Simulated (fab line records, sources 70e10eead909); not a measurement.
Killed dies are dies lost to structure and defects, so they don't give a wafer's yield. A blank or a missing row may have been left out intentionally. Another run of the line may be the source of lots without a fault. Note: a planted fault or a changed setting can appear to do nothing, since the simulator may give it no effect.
A lot that was struck, set against a sound lot | flow nand-harc | 20 steps out of a route of 1302
Sound: wafers L279.1, L279.3, L279.5. The struck wafers were L280.4, L280.5, L280.6. The cause is named last.
For every step that has rows: the tool of each side, followed by ch and its chambers, followed by its first start. Under that, the readings that differ: sound wafers | struck wafers | difference of the means | sigmas: that difference in standard deviations of wafers without a fault.
alike: readings with means less than 2 such deviations apart, plus words and numbers identical on both sides. not compared: withheld readings, readings lacking a value on some wafer, bounds such as >300 that could conceal the same value, and numbers that have no deviation in the record and whose values overlap.
A row with sigmas, a row that says differs or no value, or rows on one side alone: a step with any of these is where the two part. When numbers do not overlap yet have no deviation, they are printed without sigmas and do not part them. Lack of a reading on every wafer of one side parts them only where that side has two or more wafers.

first, 1 step without rows for these wafers: NHARC_P_GATE_DEVELOP_90 (time 70 s).
NHARC_P_GATE_CD_MEAS_91: the cd target is 2000 nm.
  sound on cd-sem-01 ch 0, day 9 16:44; struck on cd-sem-03 ch 0, day 10 02:50
  alike: cd-nm
then, 3 steps without rows for these wafers: NHARC_P_GATE_HARDBAKE_92 (time 80 s); NHARC_P_GATE_DESCUM_93 (chemistry O2, time 3 s); NHARC_P_GATE_IMPLANT_94.
NHARC_P_GATE_STRIP_113: strips in N2/H2, time 740 s.
  sound on plasma-asher-02 ch 0,1, day 9 17:23; struck on plasma-asher-02 ch 0,1, day 10 03:43
  alike: drypump-motor-current-A, heater-power-w, temp-c
  not compared: rf-hours-counter-h
NHARC_P_GATE_STRIP_95: strips in O2.
  sound on plasma-asher-02 ch 0,1, day 9 18:00; struck on plasma-asher-02 ch 0,1, day 10 04:06
  alike: drypump-motor-current-A, heater-power-w, temp-c
  not compared: rf-hours-counter-h
then, 3 steps without rows for these wafers: NHARC_P_GATE_STRIP_96 (strips in SPM, time 900 s); NHARC_P_GATE_RTA_64 (time 1 s); NHARC_P_GATE_ETCH_77 (etches SiO2 in dHF, target depth 6 nm).
NHARC_P_GATE_DEGAS_109: time 60 s.
  struck on pvd-sputter-03, day 10 04:56; sound on pvd-sputter-03, day 9 18:52
  alike: heater-power-w
then, 1 step without rows for these wafers: NHARC_P_GATE_PRE_CLEAN_110 (time 30 s).
NHARC_P_GATE_SPUTTER_78: material Ni, target thk 10 nm.
  struck on pvd-sputter-03, day 10 05:03; sound on pvd-sputter-03, day 9 18:58
then, 1 step without rows for these wafers: NHARC_P_GATE_SPUTTER_79 (material TiN, target thk 10 nm).
NHARC_P_GATE_RTA_80: time 30 s.
  sound on rtp-anneal-01 ch 0, day 9 19:10; struck on rtp-anneal-01 ch 0, day 10 05:20
  alike: wafer_temp_C_max
then, 1 step without rows for these wafers: NHARC_P_GATE_STRIP_67 (strips in SPM, time 600 s).
NHARC_P_GATE_RTA_82: time 30 s.
  sound on rtp-anneal-02 ch 0, day 9 19:38; struck on rtp-anneal-02 ch 0, day 10 05:48
  alike: lamp-power-pct, lamp_zone_2_pct, wafer_temp_C_max
NHARC_P_GATE_INSPECT_68:
  struck on defect-inspect-01, day 10 05:55; sound on defect-inspect-01, day 9 19:50
  reading          | sound       | struck         | difference | sigmas
  raw-defect-count | 109 159 185 | 1450 1337 1295 | +1210      | +17
then, 1 step without rows for these wafers: NHARC_P_CONTACT_DEP_30 (deposits SiNx, target thk 30 nm).
-- record jumps: 20 days between struck wafers' starts before vs after; left off in module P_CONTACT, resumes in module END, first step shown is number 1302 of the route --
NHARC_END_SORT_01:
  here the record holds rows for the struck wafers (prober-02 ch 0, day 29 20:30) but none for the sound ones

## WHERE THEY PART
Last at NHARC_END_SORT_01 as far as this record goes, first at NHARC_P_GATE_INSPECT_68.

WHY: what the simulator had put in
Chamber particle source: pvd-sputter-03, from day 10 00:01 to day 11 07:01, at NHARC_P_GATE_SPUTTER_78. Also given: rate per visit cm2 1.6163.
